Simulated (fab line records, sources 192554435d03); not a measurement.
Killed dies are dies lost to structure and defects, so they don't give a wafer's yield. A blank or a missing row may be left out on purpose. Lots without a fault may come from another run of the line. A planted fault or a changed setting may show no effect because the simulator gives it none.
Split-lot experiment | flow n5_finfet | 7 lots, 39 wafers read, on a route of 1938 steps

THE SPLIT
At N5_FIN_SAQP_SPACER1_ALD_24 (deposits SiO2, target thk 20.3 nm, pulse time 1 s, purge time 2 s), the setting ald_cycles was moved away from the recipe's 218 on 12 of the 39 wafers read, by -10.1% to +11.0%. The other wafers ran this setting at the recipe's value.

FROM THE SPLIT TO THE READING: what the file shows between them, 2 steps
- N5_FIN_SAQP_SPACER1_ETCHBACK_25: etches SiO2 in CHF3/O2, target depth 24.4 nm, time 12.2 s
- N5_FIN_SAQP_MANDREL1_REMOVE_56: chemistry HBr/Cl2/O2, target a-Si, stops on SiNx, bt time 10 s

THE READING
cd_nm, in nm, at N5_FIN_SAQP_CD_MEAS_27 (target cd 20 nm). Fault-free wafers of this fab line usually give 20.28 nm, standard deviation 0.24 nm.

wafer  | tool, chamber at the split | ald_cycles as run | against the recipe | cd_nm, nm | against lot-mates on the recipe
L082.1 | ald_sin-04, 1              | 232               | +6.4%              | 21.54     | +1.34
L082.2 | ald_sin-04, 2,3            | 232               | +6.4%              | 21.56     | +1.36
L082.3 | ald_sin-04, 3              | 218               | recipe             | 20.47     | -
L082.4 | ald_sin-04, 2,1            | 218               | recipe             | 20.43     | -
L082.5 | ald_sin-04, 2,1            | 218               | recipe             | 19.71     | -
L082.6 | ald_sin-04, 2,3            | 232               | +6.4%              | 21.73     | +1.53
L087.1 | ald_sin-02, 2,3            | 218               | recipe             | 20.14     | -
L087.2 | ald_sin-02, 0,1,0          | 218               | recipe             | 20.30     | -
L087.3 | ald_sin-02, 0,1,0          | 218               | recipe             | 20.26     | -
L087.4 | ald_sin-02, 2,3            | 218               | recipe             | 20.38     | -
L087.5 | ald_sin-02, 1              | 218               | recipe             | 20.36     | -
L087.6 | ald_sin-02, 0,1,0          | 218               | recipe             | 20.58     | -
L088.1 | ald_sin-04, 2,0,3          | 218               | recipe             | 19.97     | -
L088.2 | ald_sin-04, 1,3,0          | 196               | -10.1%             | 18.15     | -1.76
L088.3 | ald_sin-04, 1,3,0          | 196               | -10.1%             | 18.17     | -1.74
L088.4 | ald_sin-04, 2,0,3          | 218               | recipe             | 20.11     | -
L088.5 | ald_sin-04, 2,0,3          | 218               | recipe             | 19.65     | -
L088.6 | ald_sin-04, 1,3,0          | 196               | -10.1%             | 18.39     | -1.52
L089.1 | ald_sin-04, 2              | 218               | recipe             | 20.05     | -
L089.2 | ald_sin-04, 3,0            | 218               | recipe             | 20.38     | -
L089.3 | ald_sin-04, 1,3            | 242               | +11.0%             | 22.44     | +2.17
L089.4 | ald_sin-04, 3,0            | 218               | recipe             | 20.37     | -
L089.5 | ald_sin-04, 1,3            | 242               | +11.0%             | 22.25     | +1.98
L089.6 | ald_sin-04, 2              | 242               | +11.0%             | 22.89     | +2.62
L091.1 | ald_sin-02, 1              | 218               | recipe             | 20.65     | -
L091.2 | ald_sin-02, 3              | 218               | recipe             | 20.37     | -
L091.3 | ald_sin-02, 0              | 218               | recipe             | 20.46     | -
L091.4 | ald_sin-02, 2,3            | 197               | -9.6%              | 17.98     | -2.51
L091.5 | ald_sin-02, 2              | 197               | -9.6%              | 18.26     | -2.23
L091.6 | ald_sin-02, 2,3            | 197               | -9.6%              | 17.97     | -2.52
L092.1 | ald_sin-04, 3,2,1          | 218               | recipe             | 20.37     | -
L092.2 | ald_sin-04, 3,2,1          | 218               | recipe             | 20.10     | -
L092.3 | ald_sin-04, 3,2,1          | 218               | recipe             | 19.94     | -
L093.1 | ald_sin-04, 0,3            | 218               | recipe             | 20.68     | -
L093.2 | ald_sin-04, 2,1,1,0        | 218               | recipe             | 20.30     | -
L093.3 | ald_sin-04, 0,3            | 218               | recipe             | 20.56     | -
L093.4 | ald_sin-04, 2,1,1,0        | 218               | recipe             | 20.08     | -
L093.5 | ald_sin-04, 2,1,1,0        | 218               | recipe             | 20.46     | -
L093.6 | ald_sin-04, 2,1,1,0        | 218               | recipe             | 20.43     | -
Where a row lists several chambers, the file gives one row for several wafers and doesn't say which wafer went through which chamber.

THE FIT
A straight line over all 39 wafers: cd_nm changes by +0.21 nm for each +1% of ald_cycles; r = +0.98; the points scatter about the line by 0.25 nm.
The same after taking each lot's own level away (the mean of its wafers on the recipe; 39 wafers): +0.208 nm for each +1%; r = +0.97; scatter 0.26 nm.
On that fit, the largest move of ald_cycles shifts the reading by 2.3 nm.
The lots' own levels span 19.910 to 20.493 nm, that is 2.4 times the standard deviation above.
So the lot-to-lot level changes the slope little: the two slopes agree.
Check: with one of the wafers moved furthest among these (+11.0%) left out of the fit, the line predicts +2.31 nm for it against its lot-mates. It came out at +2.17 nm against them.

THE WHOLE CHAIN: every reading that the file lists as answering this split, in the file's order
step                           | what it does                                                      | reading                                                                                 | change (the file's fit)               | r (the file's)
N5_FIN_SAQP_SPACER1_ALD_24     | deposits SiO2, target thk 20.3 nm, pulse time 1 s, purge time 2 s | SiO2_of_FIN_SAQP_SPACER1_ALD_24.thk_nm (the simulator's own value, which no gauge read) | +0.209 nm for each +1% of the setting | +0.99
N5_FIN_SAQP_MANDREL1_REMOVE_56 | chemistry HBr/Cl2/O2, target a-Si, stops on SiNx, bt time 10 s    | FIN_SAQP.cd_nm (the simulator's own value, which no gauge read)                         | +0.213 nm for each +1% of the setting | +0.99
N5_FIN_SAQP_CD_MEAS_27         | target cd 20 nm                                                   | cd_nm                                                                                   | +0.208 nm for each +1% of the setting | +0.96

THE FILE'S OWN FIT
cd_nm changes by +0.208 nm for each +1% of ald_cycles, r = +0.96.
